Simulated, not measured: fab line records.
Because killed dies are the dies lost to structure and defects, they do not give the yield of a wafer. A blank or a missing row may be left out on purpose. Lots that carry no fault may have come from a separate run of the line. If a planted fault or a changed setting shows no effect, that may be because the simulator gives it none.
fab line records	flow n5_finfet
record: lots: 24	wafers: 72	last_day: 17
route steps=1938 shown BEOL_M0_SAQP@695 BEOL_M0_CUTY@709 BEOL_M0@717 BEOL_M1@754
lots with no fault: from the same line, run without faults
start_h: hours from the record's opening day to when the first of the lot's shown wafers began	wait_h: hours since the lot's step before	" as in the row above	L1.1+2: a row that stands for several wafers	- either no value or no given start	* or withheld: withheld	< > ~ a bound
route shown NAME@n: NAME is a module with steps in the file, n the number in the route of the first one	usual: the fault-free wafers' mean and standard deviation	same: alike in all rows	chamber/n: place in a boat	sites: the reading at each site	_std_site: standard deviation across them	_edge_site: mean of outer sites minus mean of inner sites	radius_mm: how far each site lies from the wafer's centre	mask NAME#n: copy n	behind: tool/chamber where the wafer was last shaped	hold: reason for holding the lot/hours on hold/outcome of the hold	device: the transistor (n, p or np) that didn't switch	end of line: the route-end tests of the same wafers	where a step has no rows: the recipe by itself	killed: not the wafer's yield, but the dies lost to structure and defects at the first sort	map: a wafer's dies, marking killed ones x, the rest . and places with no die _
set.NAME: the setting the step ran with; set.NAME@STEP: the setting that earlier step ran with	model.NAME: the simulator's own value behind a step, which no gauge read
steps of the route over a sample of lots; a table a step, a row a wafer
services: the hour from which a tool's chamber was out of use, counted from the record's first day as start_h (under 0 if before that day), plus the number of hours and why
== steps ==
step: N5_BEOL_M0_SAQP_CUT_ETCH_46
recipe: chemistry: N2/H2	target: SOC	target_depth_a: 1350	overetch_a: 270	temp_c: 40	time_s: 202.5	ion_energy_ev: 200	mask_material: SiARC	pressure_mtorr: 30	source_w: 840	bias_w: 150	n2_flow_sccm: 200	h2_flow_sccm: 200
usual: drypump_motor_current_A: 5.91/0.26	rf_vpp_V: 524.2/2	showerhead_plenum_p_Torr: 2.55/0.073	temp_c: 40.00/0.11	throttle_valve_pct: 17.74/0.24
lot.wafer	tool	chamber	start_h	wait_h	drypump_motor_current_A	rf_hours_counter_h	rf_vpp_V	showerhead_plenum_p_Torr	temp_c	throttle_valve_pct
L074.3	rie_diel-06	2	114.75	0.0	6.07	180	522.7	2.49	39.96	17.51
L074.4	"	3	"	"	5.78	197	524.9	2.52	40.16	18.01
L074.5	"	1	"	"	6.48	-	526.3	2.57	39.95	17.29
L075.2	rie_diel-06	3	119.66	0.0	5.79	198	522.9	2.52	39.97	18.04
L075.4	"	1	"	"	6.48	37	526.7	2.57	39.89	17.32
L075.6	"	3	"	"	5.78	-	522.7	2.52	40.13	18.04
L076.2	rie_diel-06	0	124.60	0.0	5.80	158	526.4	2.68	39.87	18.01
L076.5	"	2	"	"	6.05	-	523.4	2.49	39.91	17.53
L076.6	"	1	"	"	6.49	-	524.9	2.57	40.01	17.32
L077.1	rie_diel-02	3	128.19	0.0	6.15	251	522.0	2.52	40.15	18.02
L077.2	"	2	"	"	5.97	147	524.5	2.55	39.90	17.61
L077.5	"	2	"	"	5.97	-	524.4	2.55	39.83	17.62
L078.1	rie_diel-02	1	135.24	0.0	6.00	47	529.2	2.69	40.03	17.41
L078.2	"	2	"	"	5.96	150	524.8	2.55	39.93	17.63
L078.6	"	0	"	"	5.49	-	523.3	2.49	39.83	17.50
L079.1	rie_diel-03	1	143.75	0.0	5.45	195	522.7	2.52	40.15	18.09
L079.4	"	3	"	"	5.81	214	525.3	2.63	39.92	17.72
L079.5	"	1	"	"	5.45	-	523.0	2.52	39.96	18.09
L080.1	rie_diel-06	0	144.31	0.0	5.80	163	526.0	2.68	39.88	18.04
L080.3	"	3	"	"	5.79	205	522.9	2.52	40.01	18.07
L080.5	"	1	"	"	6.49	-	525.0	2.56	40.13	17.31
L081.2	rie_diel-02	0	156.30	0.0	5.48	10	523.0	2.48	39.70	17.51
L081.4	"	3	"	"	6.14	1	523.1	2.52	39.96	17.69
L081.6	"	1	"	"	5.97	-	528.0	2.68	40.04	17.42
L082.1	rie_diel-02	2	167.47	0.0	5.99	162	523.5	2.54	39.92	17.65
L082.2	"	1	"	"	5.98	59	528.1	2.68	40.14	17.44
L082.6	"	0	"	"	5.50	-	521.9	2.48	39.92	17.53
L083.3	rie_diel-03	0	175.18	0.0	5.77	164	521.4	2.42	39.80	17.75
L083.5	"	3	"	"	5.84	-	526.1	2.62	40.02	17.73
L083.6	"	0	"	"	5.75	-	520.4	2.42	39.89	17.76
L084.2	rie_diel-03	1	175.52	0.0	5.53	203	521.8	2.52	40.06	18.10
L084.3	"	0	"	"	5.73	165	521.3	2.42	40.01	17.76
L084.6	"	1	"	"	5.51	-	524.5	2.52	40.19	18.11
L085.1	rie_diel-02	2	177.78	0.0	5.95	165	522.7	2.54	40.08	17.65
L085.3	"	3	"	"	6.15	9	521.8	2.52	40.08	17.70
L085.6	"	2	"	"	5.93	-	523.2	2.54	39.93	17.65
L086.1	rie_diel-03	2	187.08	0.0	6.03	86	524.0	2.58	40.09	17.90
L086.2	"	0	"	"	5.73	168	520.3	2.42	39.90	17.76
L086.5	"	2	"	"	6.05	-	525.9	2.58	39.96	17.88
L087.1	rie_diel-06	0	192.95	0.0	5.78	176	527.3	2.67	40.06	18.03
L087.4	"	3	"	"	5.80	217	523.3	2.51	40.00	18.07
L087.6	"	3	"	"	5.78	-	522.0	2.51	40.01	18.06
L088.1	rie_diel-02	1	196.98	0.0	5.97	68	528.6	2.68	39.98	17.45
L088.3	"	0	"	"	5.48	23	522.7	2.48	39.84	17.53
L088.6	"	2	"	"	5.95	-	524.1	2.54	40.08	17.67
L089.2	rie_diel-03	0	201.87	0.0	5.70	173	521.2	2.42	40.17	17.79
L089.5	"	2	"	"	6.00	-	523.0	2.58	39.97	17.88
L089.6	"	1	"	"	5.47	-	524.1	2.51	40.06	18.11
L090.2	rie_diel-03	0	206.52	0.0	5.73	175	521.2	2.42	39.98	17.78
L090.5	"	1	"	"	5.50	-	522.9	2.51	39.84	18.12
L090.6	"	2	"	"	6.06	-	524.5	2.58	40.19	17.91
L091.4	rie_diel-02	1	212.12	0.0	6.00	74	526.1	2.68	40.10	17.46
L091.5	"	3	"	"	6.15	-	521.9	2.51	40.17	17.72
L091.6	"	2	"	"	5.96	-	522.6	2.54	39.91	17.67
L092.2	rie_diel-06	2	228.51	0.0	6.03	212	523.3	2.48	40.07	17.57
L092.3	"	3	"	"	5.79	228	523.7	2.51	39.93	18.07
L092.5	"	0	"	"	5.79	-	526.0	2.67	39.99	18.05
L093.3	rie_diel-03	0	229.15	0.0	5.73	181	520.9	2.42	40.00	17.78
L093.5	"	0	"	"	5.72	-	519.2	2.42	40.06	17.78
L093.6	"	3	"	"	5.87	-	524.6	2.62	40.15	17.77
L094.1	rie_diel-02	3	231.30	0.0	6.16	26	522.7	2.51	39.98	17.74
L094.3	"	2	"	"	6.01	183	522.8	2.53	39.92	17.69
L094.5	"	2	"	"	6.01	-	523.2	2.53	39.94	17.68
L095.3	rie_diel-02	0	243.63	0.0	5.49	37	523.0	2.47	40.18	17.56
L095.4	"	1	"	"	5.99	83	528.5	2.67	39.93	17.47
L095.5	"	3	"	"	6.18	-	521.6	2.51	39.96	17.74
L096.3	rie_diel-06	3	244.71	0.0	5.80	233	523.4	2.51	39.94	18.10
L096.5	"	1	"	"	6.50	-	525.3	2.55	40.02	17.38
L096.6	"	2	"	"	6.05	-	524.3	2.48	40.11	17.58
L097.1	rie_diel-03	2	249.77	0.0	6.04	107	524.7	2.57	39.91	17.92
L097.2	"	3	"	"	5.86	246	526.1	2.61	39.96	17.78
L097.6	"	2	"	"	6.03	-	525.2	2.57	39.87	17.91
step: N5_BEOL_M0_CUTY_OVL_MEAS_58
recipe: points_per_wafer: 44
usual: M0_ABLK_OVL: -0.1/0.63
lot.wafer	tool	chamber	start_h	wait_h	M0_ABLK_OVL[nm]
L074.3	overlay-02	0	116.00	0.0	0.8
L074.4	"	0	"	"	-0.6
L074.5	"	0	"	"	0.7
L075.2	overlay-01	0	121.22	0.0	-0.3
L075.4	"	0	"	"	0.5
L075.6	"	0	"	"	0.0
L076.2	overlay-02	0	126.08	0.0	0.4
L076.5	"	0	"	"	-0.2
L076.6	"	0	"	"	0.1
L077.1	overlay-01	0	129.83	0.0	-1.0
L077.2	"	0	"	"	-1.0
L077.5	"	0	"	"	-0.5
L078.1	overlay-02	0	136.49	0.0	0.3
L078.2	"	0	"	"	0.2
L078.6	"	0	"	"	-0.1
L079.1	overlay-02	0	145.05	0.0	0.0
L079.4	"	0	"	"	1.0
L079.5	"	0	"	"	-0.4
L080.1	overlay-01	0	145.56	0.0	-0.4
L080.3	"	0	"	"	-0.6
L080.5	"	0	"	"	-0.1
L081.2	overlay-02	0	157.55	0.0	-0.7
L081.4	"	0	"	"	0.4
L081.6	"	0	"	"	-0.9
L082.1	overlay-02	0	168.64	0.0	-0.1
L082.2	"	0	"	"	1.8
L082.6	"	0	"	"	-0.7
L083.3	overlay-01	0	176.44	0.0	0.1
L083.5	"	0	"	"	-0.1
L083.6	"	0	"	"	-0.8
L084.2	overlay-01	0	176.81	0.0	-1.1
L084.3	"	0	"	"	-1.1
L084.6	"	0	"	"	0.3
L085.1	overlay-02	0	179.03	0.0	0.4
L085.3	"	0	"	"	0.2
L085.6	"	0	"	"	0.3
L086.1	overlay-02	0	188.20	0.0	-0.7
L086.2	"	0	"	"	0.3
L086.5	"	0	"	"	0.6
L087.1	overlay-01	0	194.14	0.0	0.8
L087.4	"	0	"	"	0.2
L087.6	"	0	"	"	0.6
L088.1	overlay-02	0	198.32	0.0	-0.4
L088.3	"	0	"	"	0.9
L088.6	"	0	"	"	-0.2
L089.2	overlay-01	0	203.16	0.0	-0.1
L089.5	"	0	"	"	-0.3
L089.6	"	0	"	"	-0.1
L090.2	overlay-01	0	207.82	0.0	-0.1
L090.5	"	0	"	"	-1.0
L090.6	"	0	"	"	-0.1
L091.4	overlay-01	0	213.37	0.0	-1.3
L091.5	"	0	"	"	-1.9
L091.6	"	0	"	"	-0.2
L092.2	overlay-01	0	229.73	0.0	-0.7
L092.3	"	0	"	"	-0.4
L092.5	"	0	"	"	-0.6
L093.3	overlay-02	0	230.40	0.0	-1.3
L093.5	"	0	"	"	-0.2
L093.6	"	0	"	"	0.2
L094.1	overlay-01	0	232.55	0.0	0.1
L094.3	"	0	"	"	-0.4
L094.5	"	0	"	"	-0.9
L095.3	overlay-01	0	244.75	0.0	0.8
L095.4	"	0	"	"	0.3
L095.5	"	0	"	"	0.8
L096.3	overlay-02	0	245.96	0.0	-0.7
L096.5	"	0	"	"	-1.0
L096.6	"	0	"	"	0.2
L097.1	overlay-01	0	252.04	0.0	-1.0
L097.2	"	0	"	"	0.2
L097.6	"	0	"	"	0.1
step: N5_BEOL_M0_STRIP_140
recipe: chemistry: CF4	resist: SiARC	power_w: 300	bias_power_w: 75	pressure_mtorr: 50	cf4_flow_sccm: 150	rf_frequency_hz: 6e+07
usual: drypump_motor_current_A: 5.4/0.6	oes_product_au: 0.75/0.085	rf_vpp_V: 270.6/1.7	showerhead_plenum_p_Torr: 1.77/0.057	throttle_valve_pct: 13.56/0.26
lot.wafer	tool	chamber	start_h	wait_h	drypump_motor_current_A	oes_product_au	rf_hours_counter_h	rf_vpp_V	showerhead_plenum_p_Torr	throttle_valve_pct
L074.3	rie_diel-04	0	118.57	0.1	5.5	0.69	227	271.7	1.78	14.04
L074.4	"	3	"	"	4.8	0.71	175	272.7	1.87	13.90
L074.5	"	1	"	"	5.3	0.67	-	266.9	1.69	13.68
L075.2	rie_diel-05	3	123.00	0.1	4.9	0.73	165	268.8	1.70	13.57
L075.4	"	3	"	"	4.9	0.74	-	268.1	1.70	13.55
L075.6	"	3	"	"	4.9	0.73	-	269.3	1.70	13.53
L076.2	rie_diel-05	2	127.42	0.3	5.2	0.85	47	271.5	1.82	13.15
L076.5	"	3	"	"	4.9	0.74	-	270.0	1.70	13.56
L076.6	"	1	"	"	6.5	0.76	-	269.1	1.73	13.64
L077.1	rie_diel-04	2	130.44	0.2	5.3	0.72	173	269.4	1.73	13.41
L077.2	"	3	"	"	4.9	0.72	182	272.5	1.87	13.89
L077.5	"	0	"	"	5.4	0.70	-	270.7	1.78	14.04
L078.1	rie_diel-01	0	138.34	0.1	4.9	0.67	249	269.2	1.78	13.87
L078.2	"	2	"	"	6.3	0.68	226	270.4	1.75	13.74
L078.6	"	2	"	"	6.3	0.69	-	269.3	1.75	13.74
L079.1	rie_diel-01	1	146.89	0.4	4.7	0.73	184	270.9	1.85	13.71
L079.4	"	1	"	"	4.7	0.73	-	271.7	1.85	13.66
L079.5	"	2	"	"	6.3	0.68	-	272.7	1.75	13.76
L080.1	rie_diel-01	1	147.53	0.2	4.7	0.74	184	272.1	1.85	13.67
L080.3	"	3	"	"	4.8	0.68	233	270.0	1.77	13.60
L080.5	"	3	"	"	4.8	0.68	-	269.9	1.77	13.56
L081.2	rie_diel-05	3	159.65	0.1	4.9	0.73	181	269.6	1.69	13.59
L081.4	"	2	"	"	5.2	0.83	61	273.7	1.82	13.16
L081.6	"	2	"	"	5.2	0.83	-	271.9	1.82	13.17
L082.1	rie_diel-04	0	169.79	0.1	5.4	0.67	249	268.6	1.77	14.10
L082.2	"	2	"	"	5.3	0.71	187	268.4	1.72	13.44
L082.6	"	3	"	"	4.9	0.69	-	273.5	1.87	13.95
L083.3	rie_diel-01	2	179.61	0.1	6.3	0.67	242	267.7	1.75	13.77
L083.5	"	1	"	"	4.7	0.72	-	272.7	1.84	13.70
L083.6	"	2	"	"	6.3	0.67	-	271.8	1.75	13.76
L085.1	rie_diel-01	1	179.67	0.1	4.7	0.72	197	272.9	1.84	13.71
L085.3	"	3	"	"	4.8	0.67	245	271.0	1.77	13.61
L085.6	"	1	"	"	4.7	0.72	-	270.9	1.84	13.70
L084.2	rie_diel-01	3	179.73	0.1	4.8	0.67	245	269.8	1.77	13.59
L084.3	"	1	"	"	4.7	0.72	197	274.5	1.84	13.70
L084.6	"	2	"	"	6.3	0.67	-	270.8	1.75	13.77
L086.1	rie_diel-04	1	189.28	0.1	5.4	0.94	6	271.8	1.89	13.17
L086.2	"	2	"	"	5.3	0.70	198	267.8	1.72	13.43
L086.5	"	1	"	"	5.3	0.94	-	275.3	1.90	13.17
L087.1	rie_diel-01	0	197.18	0.2	4.9	0.92	15	266.9	1.78	13.40
L087.4	"	2	"	"	6.3	0.66	-	270.0	1.75	13.79
L087.6	"	0	"	"	4.9	0.91	-	269.9	1.78	13.41
L088.1	rie_diel-01	2	199.01	0.1	6.3	0.67	248	269.5	1.75	13.78
L088.3	"	1	"	"	4.7	0.72	203	274.7	1.84	13.73
L088.6	"	1	"	"	4.7	0.71	-	271.4	1.84	13.71
L089.2	rie_diel-05	1	204.49	0.1	6.4	0.74	180	269.7	1.73	13.68
L089.5	"	3	"	"	4.8	0.72	-	268.3	1.69	13.62
L089.6	"	0	"	"	5.9	0.89	-	270.2	1.75	13.08
L090.2	rie_diel-05	3	209.94	0.1	4.8	0.72	197	269.3	1.69	13.63
L090.5	"	0	"	"	6.0	0.89	-	268.7	1.75	13.12
L090.6	"	3	"	"	4.8	0.70	-	268.5	1.69	13.63
L091.4	rie_diel-04	0	216.29	0.1	5.5	0.96	5	272.1	1.77	13.55
L091.5	"	3	"	"	4.8	0.69	-	273.4	1.86	13.97
L091.6	"	2	"	"	5.3	0.70	-	268.7	1.72	13.48
L092.2	rie_diel-05	2	231.18	0.4	5.2	0.80	84	271.8	1.81	13.21
L092.3	"	0	"	"	6.0	0.89	27	268.5	1.75	13.12
L092.5	"	2	"	"	5.2	0.80	-	272.3	1.81	13.22
L093.3	rie_diel-04	0	231.19	0.1	5.5	0.94	9	270.2	1.77	13.54
L093.5	"	0	"	"	5.4	0.94	-	270.2	1.77	13.55
L093.6	"	3	"	"	4.9	0.68	-	272.5	1.86	14.01
L094.1	rie_diel-05	2	233.68	0.2	5.2	0.80	86	271.2	1.81	13.21
L094.3	"	1	"	"	6.4	0.73	190	268.2	1.72	13.70
L094.5	"	1	"	"	6.4	0.73	-	271.9	1.72	13.70
L095.3	rie_diel-05	2	246.99	0.4	5.2	0.78	90	270.6	1.81	13.23
L095.4	"	0	"	"	6.0	0.86	34	271.4	1.74	13.11
L095.5	"	3	"	"	4.8	0.70	-	268.7	1.68	13.65
L096.3	rie_diel-05	2	247.05	0.4	5.2	0.80	90	269.0	1.81	13.25
L096.5	"	3	"	"	4.9	0.71	-	268.9	1.68	13.66
L096.6	"	0	"	"	5.8	0.86	-	269.3	1.74	13.11
L097.1	rie_diel-05	0	254.43	0.4	5.9	0.86	36	271.7	1.74	13.12
L097.2	"	3	"	"	4.8	0.70	213	270.5	1.68	13.67
L097.6	"	0	"	"	6.0	0.86	-	271.3	1.74	13.13
step: N5_BEOL_M0_SPUTTER_132
recipe: material: Cu	target_thk_a: 40	temp_c: -20	chamber_pressure_pa: 0.07	power_w: withheld	time_s: 7.37
usual: throttle_valve_pct: 30.2/0.95
lot.wafer	tool	chamber	start_h	wait_h	throttle_valve_pct
L074.3	pvd_sputter-02	-	123.64	0.0	29.7
L074.4	"	-	"	"	30.6
L074.5	"	-	"	"	30.5
L075.2	pvd_sputter-02	-	128.19	0.0	29.4
L075.4	"	-	"	"	31.6
L075.6	"	-	"	"	30.8
L076.2	pvd_sputter-01	-	131.29	0.0	31.3
L076.5	"	-	"	"	31.0
L076.6	"	-	"	"	31.6
L077.1	pvd_sputter-03	-	132.21	0.0	29.5
L077.2	"	-	"	"	28.3
L077.5	"	-	"	"	30.2
L078.1	pvd_sputter-01	-	140.42	0.0	29.3
L078.2	"	-	"	"	29.1
L078.6	"	-	"	"	29.1
L079.1	pvd_sputter-03	-	151.30	0.0	30.1
L079.4	"	-	"	"	29.5
L079.5	"	-	"	"	30.0
L080.1	pvd_sputter-01	-	151.74	0.0	31.3
L080.3	"	-	"	"	31.4
L080.5	"	-	"	"	29.0
L081.2	pvd_sputter-02	-	161.83	0.0	31.0
L081.4	"	-	"	"	31.4
L081.6	"	-	"	"	31.0
L082.1	pvd_sputter-02	-	171.54	0.0	30.9
L082.2	"	-	"	"	30.4
L082.6	"	-	"	"	31.5
L083.3	pvd_sputter-03	-	181.31	0.0	30.2
L083.5	"	-	"	"	28.6
L083.6	"	-	"	"	30.4
L085.1	pvd_sputter-03	-	181.75	0.0	30.1
L085.3	"	-	"	"	28.4
L085.6	"	-	"	"	29.6
L084.2	pvd_sputter-03	-	182.19	0.0	30.2
L084.3	"	-	"	"	28.6
L084.6	"	-	"	"	29.7
L086.1	pvd_sputter-03	-	192.70	0.0	28.3
L086.2	"	-	"	"	30.1
L086.5	"	-	"	"	29.9
L087.1	pvd_sputter-01	-	199.06	0.0	28.9
L087.4	"	-	"	"	31.2
L087.6	"	-	"	"	29.2
L088.1	pvd_sputter-02	-	202.03	0.0	29.5
L088.3	"	-	"	"	30.4
L088.6	"	-	"	"	30.8
L089.2	pvd_sputter-02	-	206.97	0.0	30.8
L089.5	"	-	"	"	30.9
L089.6	"	-	"	"	29.5
L090.2	pvd_sputter-02	-	211.69	0.0	30.8
L090.5	"	-	"	"	31.4
L090.6	"	-	"	"	30.5
L091.4	pvd_sputter-01	-	219.99	0.0	31.4
L091.5	"	-	"	"	29.0
L091.6	"	-	"	"	29.1
L092.2	pvd_sputter-03	-	234.26	0.0	30.3
L092.3	"	-	"	"	28.1
L092.5	"	-	"	"	29.9
L093.3	pvd_sputter-01	-	234.26	0.0	29.1
L093.5	"	-	"	"	30.8
L093.6	"	-	"	"	31.6
L094.1	pvd_sputter-03	-	237.13	0.0	29.9
L094.3	"	-	"	"	29.7
L094.5	"	-	"	"	29.9
L095.3	pvd_sputter-02	-	249.08	0.0	30.5
L095.4	"	-	"	"	31.6
L095.5	"	-	"	"	31.3
L096.3	pvd_sputter-01	-	249.26	0.0	29.1
L096.5	"	-	"	"	31.5
L096.6	"	-	"	"	31.2
L097.1	pvd_sputter-02	-	256.68	0.0	31.5
L097.2	"	-	"	"	29.7
L097.6	"	-	"	"	30.5
step: N5_BEOL_M0_ANNEAL_135
recipe: temp_c: 400	time_s: 60	ambient: vacuum
usual: heater_power_w: 806/68
lot.wafer	tool	chamber	start_h	wait_h	heater_power_w
L074.3	pvd_sputter-02	-	123.84	0.0	855
L074.4	"	-	"	"	730
L074.5	"	-	"	"	725
L075.2	pvd_sputter-02	-	128.39	0.0	868
L075.4	"	-	"	"	826
L075.6	"	-	"	"	772
L076.2	pvd_sputter-01	-	131.49	0.0	940
L076.5	"	-	"	"	756
L076.6	"	-	"	"	961
L077.1	pvd_sputter-03	-	132.41	0.0	824
L077.2	"	-	"	"	799
L077.5	"	-	"	"	730
L078.1	pvd_sputter-01	-	140.62	0.0	793
L078.2	"	-	"	"	912
L078.6	"	-	"	"	790
L079.1	pvd_sputter-03	-	151.50	0.0	703
L079.4	"	-	"	"	800
L079.5	"	-	"	"	777
L080.1	pvd_sputter-01	-	151.95	0.0	745
L080.3	"	-	"	"	956
L080.5	"	-	"	"	800
L081.2	pvd_sputter-02	-	162.03	0.0	767
L081.4	"	-	"	"	827
L081.6	"	-	"	"	781
L082.1	pvd_sputter-02	-	171.74	0.0	781
L082.2	"	-	"	"	710
L082.6	"	-	"	"	814
L083.3	pvd_sputter-03	-	181.51	0.0	695
L083.5	"	-	"	"	834
L083.6	"	-	"	"	726
L085.1	pvd_sputter-03	-	181.95	0.0	716
L085.3	"	-	"	"	825
L085.6	"	-	"	"	831
L084.2	pvd_sputter-03	-	182.39	0.0	709
L084.3	"	-	"	"	817
L084.6	"	-	"	"	819
L086.1	pvd_sputter-03	-	192.90	0.0	826
L086.2	"	-	"	"	774
L086.5	"	-	"	"	712
L087.1	pvd_sputter-01	-	199.26	0.0	922
L087.4	"	-	"	"	759
L087.6	"	-	"	"	900
L088.1	pvd_sputter-02	-	202.23	0.0	859
L088.3	"	-	"	"	715
L088.6	"	-	"	"	791
L089.2	pvd_sputter-02	-	207.17	0.0	776
L089.5	"	-	"	"	783
L089.6	"	-	"	"	874
L090.2	pvd_sputter-02	-	211.89	0.0	775
L090.5	"	-	"	"	832
L090.6	"	-	"	"	740
L091.4	pvd_sputter-01	-	220.19	0.0	977
L091.5	"	-	"	"	806
L091.6	"	-	"	"	881
L092.2	pvd_sputter-03	-	234.46	0.0	719
L092.3	"	-	"	"	819
L092.5	"	-	"	"	788
L093.3	pvd_sputter-01	-	234.46	0.0	802
L093.5	"	-	"	"	753
L093.6	"	-	"	"	936
L094.1	pvd_sputter-03	-	237.33	0.0	790
L094.3	"	-	"	"	813
L094.5	"	-	"	"	777
L095.3	pvd_sputter-02	-	249.28	0.0	723
L095.4	"	-	"	"	835
L095.5	"	-	"	"	841
L096.3	pvd_sputter-01	-	249.46	0.0	888
L096.5	"	-	"	"	948
L096.6	"	-	"	"	779
L097.1	pvd_sputter-02	-	256.88	0.0	832
L097.2	"	-	"	"	884
L097.6	"	-	"	"	688
step: N5_BEOL_M1_HM_DEP_02
recipe: material: TiN	target_thk_a: 200	temp_c: 25	chamber_pressure_pa: 0.49996
usual: throttle_valve_pct: 30.1/0.96
lot.wafer	tool	chamber	start_h	wait_h	throttle_valve_pct
L074.3	pvd_sputter-02	-	125.28	0.1	31.0
L074.4	"	-	"	"	30.4
L074.5	"	-	"	"	31.3
L075.2	pvd_sputter-03	-	130.49	0.8	28.3
L075.4	"	-	"	"	29.8
L075.6	"	-	"	"	28.2
L076.2	pvd_sputter-01	-	133.45	0.7	31.6
L076.5	"	-	"	"	29.4
L076.6	"	-	"	"	29.2
L077.1	pvd_sputter-03	-	133.74	0.0	29.7
L077.2	"	-	"	"	30.1
L077.5	"	-	"	"	30.4
L078.1	pvd_sputter-01	-	143.33	1.1	29.1
L078.2	"	-	"	"	31.0
L078.6	"	-	"	"	31.4
L079.1	pvd_sputter-02	-	154.62	1.5	30.7
L079.4	"	-	"	"	29.6
L079.5	"	-	"	"	29.4
L080.1	pvd_sputter-03	-	154.76	1.5	28.1
L080.3	"	-	"	"	29.5
L080.5	"	-	"	"	30.1
L081.2	pvd_sputter-03	-	164.91	1.5	29.8
L081.4	"	-	"	"	29.7
L081.6	"	-	"	"	28.6
L082.1	pvd_sputter-01	-	174.03	0.5	30.9
L082.2	"	-	"	"	29.3
L082.6	"	-	"	"	31.7
L083.3	pvd_sputter-02	-	183.42	0.0	29.5
L083.5	"	-	"	"	30.4
L083.6	"	-	"	"	31.1
L085.1	pvd_sputter-02	-	185.66	2.1	29.6
L085.3	"	-	"	"	30.7
L085.6	"	-	"	"	30.8
L084.2	pvd_sputter-02	-	186.34	2.2	30.7
L084.3	"	-	"	"	29.5
L084.6	"	-	"	"	30.9
L086.1	pvd_sputter-01	-	194.94	0.8	31.5
L086.2	"	-	"	"	29.1
L086.5	"	-	"	"	31.0
L087.1	pvd_sputter-01	-	201.58	0.8	29.4
L087.4	"	-	"	"	31.4
L087.6	"	-	"	"	30.9
L088.1	pvd_sputter-02	-	205.11	0.9	29.7
L088.3	"	-	"	"	30.4
L088.6	"	-	"	"	30.7
L089.2	pvd_sputter-03	-	209.03	0.6	28.4
L089.5	"	-	"	"	28.3
L089.6	"	-	"	"	30.5
L090.2	pvd_sputter-03	-	213.87	0.7	28.4
L090.5	"	-	"	"	28.4
L090.6	"	-	"	"	30.1
L091.4	pvd_sputter-01	-	222.25	0.8	31.0
L091.5	"	-	"	"	31.0
L091.6	"	-	"	"	28.9
L092.2	pvd_sputter-03	-	237.87	1.8	30.2
L092.3	"	-	"	"	28.6
L092.5	"	-	"	"	30.0
L093.3	pvd_sputter-03	-	237.97	1.5	29.5
L093.5	"	-	"	"	30.4
L093.6	"	-	"	"	28.5
L094.1	pvd_sputter-03	-	239.27	0.6	30.0
L094.3	"	-	"	"	29.6
L094.5	"	-	"	"	30.1
L095.3	pvd_sputter-02	-	254.34	3.0	31.0
L095.4	"	-	"	"	29.4
L095.5	"	-	"	"	30.8
L096.3	pvd_sputter-02	-	254.44	2.9	31.0
L096.5	"	-	"	"	31.5
L096.6	"	-	"	"	30.3
L097.1	pvd_sputter-02	-	260.78	1.2	29.3
L097.2	"	-	"	"	31.6
L097.6	"	-	"	"	30.9
== services ==
tool	chamber	start_h	hours	kind
rie_diel-01	-	102.19	4.3	pm
rie_diel-01	2	107.31	5.2	repair
rie_diel-05	0	119.05	-	clean
rie_diel-05	0	119.05	-	consumable_replace:focus_ring
rie_diel-05	0	119.05	23.4	scheduled_down
rie_diel-05	0	119.05	23.4	vent_cycle
rie_diel-02	0	119.54	-	clean
rie_diel-02	0	119.54	-	consumable_replace:focus_ring
rie_diel-02	0	119.54	13.2	scheduled_down
rie_diel-02	0	119.54	13.2	vent_cycle
rie_diel-05	2	120.99	4.6	repair
rie_diel-02	3	133.06	-	clean
rie_diel-02	3	133.06	-	consumable_replace:focus_ring
rie_diel-02	3	133.06	21.0	scheduled_down
rie_diel-02	3	133.06	21.0	vent_cycle
rie_diel-01	0	141.86	-	clean
pvd_sputter-01	-	144.28	0.7	repair
rie_diel-04	1	152.74	6.5	repair
pvd_sputter-02	-	177.09	4.0	repair
rie_diel-03	-	220.73	0.9	repair
rie_diel-02	3	229.20	1.3	repair
rie_diel-03	0	237.94	16.9	repair
rie_diel-04	-	240.99	2.6	repair
rie_diel-05	1	254.24	8.0	repair
== key ==
fault none
